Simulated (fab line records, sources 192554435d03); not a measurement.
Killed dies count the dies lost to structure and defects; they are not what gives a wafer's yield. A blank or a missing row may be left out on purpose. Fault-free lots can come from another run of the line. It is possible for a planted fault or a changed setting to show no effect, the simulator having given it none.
Chamber matching    flow n5-finfet    3 sister chambers for N5_BEOL_M7_CURE_75 on uv-cure-03
The step cures SiCOH lowk, time 120 s. 33 wafers are shown with their chamber, then 12 later ones without.

== WAFERS, EACH WITH ITS CHAMBER ==
wafer   chamber  wafer_temp_C_max  lamp-power-pct (%)
L074.1  2        371.4             52.29
L074.3  2        371.3             52.30
L074.4  2        371.6             52.31
L076.1  1        371.6             52.31
L076.2  1        371.3             52.28
L076.4  1        371.4             52.30
L079.1  0        371.5             52.46
L079.3  0        371.2             52.30
L079.4  0        371.0             52.22
L079.2  0        371.1             52.32
L079.5  0        371.4             52.28
L079.6  0        370.6             52.35
L082.2  1        371.4             52.27
L082.4  1        371.2             52.30
L082.5  1        371.1             52.41
L083.1  1        371.5             52.26
L083.4  1        370.5             52.18
L083.5  1        371.8             52.40
L086.1  1        371.3             52.23
L086.3  1        371.1             52.27
L086.5  1        370.9             52.26
L088.1  0        371.0             52.37
L088.2  0        371.2             52.31
L088.5  0        371.0             52.38
L088.3  0        371.3             52.38
L088.4  0        371.5             52.33
L088.6  0        370.9             52.27
L092.2  0        371.0             52.27
L092.4  0        371.2             52.26
L092.5  0        371.2             52.42
L095.1  0        371.4             52.35
L095.4  0        371.1             52.27
L095.6  0        370.8             52.28

SIGNATURES (averages over the wafers above)
reading           chamber 0  chamber 1  chamber 2  scatter within a chamber
wafer_temp_C_max  371.133    371.258    371.433    0.277
lamp-power-pct    52.3233    52.2892    52.3000    0.061
Rule: a wafer lies at a distance from a chamber equal to the root of the sum of squares, over the readings, of (its reading less the chamber's mean, divided by the reading's scatter). If the next closest chamber is less than 2 further off than the closest, the wafer can't be placed; otherwise it belongs to the closest. The scatter: the root of (the sum of the squares of (reading less its chamber's mean) over the shown wafers, divided by (wafers less chambers)).

== WAFERS WITHOUT THEIR CHAMBER ==
wafer   wafer_temp_C_max  lamp-power-pct (%)
L095.2  370.8             52.26
L095.3  371.1             52.28
L095.5  371.0             52.38
L096.2  371.3             52.45
L096.4  371.3             52.36
L096.5  371.0             52.30
L097.3  371.0             52.33
L097.5  371.0             52.24
L097.6  371.4             52.40
L091.3  371.5             52.35
L091.4  370.9             52.19
L091.5  371.6             52.33

== WHICH CHAMBER EACH ONE RAN IN ==
wafer   from the rows above           in truth
L095.2  can't be placed: 0 or 1 or 2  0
L095.3  can't be placed: 1 or 0 or 2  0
L095.5  can't be placed: 0 or 1 or 2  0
L096.2  can't be placed: 0 or 2 or 1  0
L096.4  can't be placed: 0 or 2 or 1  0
L096.5  can't be placed: 0 or 1 or 2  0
L097.3  can't be placed: 0 or 1 or 2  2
L097.5  can't be placed: 1 or 0 or 2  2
L097.6  can't be placed: 0 or 2 or 1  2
L091.3  can't be placed: 2 or 1 or 0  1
L091.4  can't be placed: 1 or 0 or 2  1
L091.5  can't be placed: 2 or 1 or 0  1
Correct placement for 0 of the 12. These rows do not allow placing 12 (true chamber among the candidates in 12). Number placed wrongly: 0.
